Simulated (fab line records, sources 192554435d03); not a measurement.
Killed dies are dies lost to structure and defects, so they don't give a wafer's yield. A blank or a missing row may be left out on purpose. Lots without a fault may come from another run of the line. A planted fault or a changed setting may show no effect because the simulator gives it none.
Chamber matching | flow n5_finfet | N5_BEOL_M4_ETCH_74 on rie_diel-06: 4 sister chambers
The step etches underlayer in N2/H2, target depth 6.5 nm, time 5.2 s. 16 wafers are shown with their chamber, then 8 later ones without.

WAFERS WITH THEIR CHAMBER
wafer  | chamber | drypump_motor_current_A (A) | showerhead_plenum_p_Torr (Torr) | throttle_valve_pct (%)
L075.1 | 0       | 5.0                         | 2.60                            | 17.73
L075.4 | 3       | 6.0                         | 2.33                            | 18.01
L075.6 | 1       | 6.1                         | 2.49                            | 17.91
L079.1 | 3       | 6.0                         | 2.33                            | 18.02
L079.2 | 0       | 5.0                         | 2.59                            | 17.74
L079.3 | 2       | 5.1                         | 2.50                            | 18.21
L076.2 | 3       | 6.0                         | 2.32                            | 18.01
L076.4 | 2       | 5.1                         | 2.50                            | 18.21
L076.6 | 3       | 6.0                         | 2.32                            | 18.03
L083.1 | 0       | 5.1                         | 2.59                            | 17.77
L083.3 | 2       | 5.1                         | 2.50                            | 18.20
L083.4 | 1       | 6.1                         | 2.49                            | 17.95
L086.2 | 2       | 5.1                         | 2.50                            | 18.23
L086.3 | 3       | 6.0                         | 2.32                            | 18.04
L086.4 | 0       | 5.0                         | 2.58                            | 17.78
L090.2 | 2       | 5.1                         | 2.49                            | 18.23

SIGNATURES (means of the wafers above)
reading                  | chamber 0 | chamber 1 | chamber 2 | chamber 3 | scatter within a chamber
drypump_motor_current_A  | 5.025     | 6.100     | 5.100     | 6.000     | 0.025
showerhead_plenum_p_Torr | 2.5900    | 2.4900    | 2.4980    | 2.3240    | 0.00577
throttle_valve_pct       | 17.7550   | 17.9300   | 18.2160   | 18.0220   | 0.018
Rule: a wafer's distance from a chamber is the root of the sum, over the readings, of the square of ((its reading less the chamber's mean) divided by the reading's scatter). The wafer belongs to the nearest chamber; if the next one is less than 2 further off, it can't be placed. The scatter: the root of (the sum of the squares of (reading less its chamber's mean) over the shown wafers, divided by (wafers less chambers)).

WAFERS WITHOUT THEIR CHAMBER
wafer  | drypump_motor_current_A (A) | showerhead_plenum_p_Torr (Torr) | throttle_valve_pct (%)
L090.5 | 5.1                         | 2.50                            | 18.25
L090.6 | 5.1                         | 2.58                            | 17.78
L091.2 | 6.0                         | 2.32                            | 18.02
L091.4 | 5.2                         | 2.49                            | 18.24
L091.5 | 5.1                         | 2.58                            | 17.79
L092.2 | 5.9                         | 2.31                            | 18.06
L092.3 | 5.0                         | 2.58                            | 17.80
L092.4 | 5.0                         | 2.58                            | 17.80

WHICH CHAMBER EACH WENT THROUGH
wafer  | from the rows above | in truth
L090.5 | 2                   | 2
L090.6 | 0                   | 0
L091.2 | 3                   | 3
L091.4 | 2                   | 2
L091.5 | 0                   | 0
L092.2 | 3                   | 3
L092.3 | 0                   | 0
L092.4 | 0                   | 0
Placed correctly: 8 of 8. Can't be placed from these rows: 0. Placed wrongly: 0.
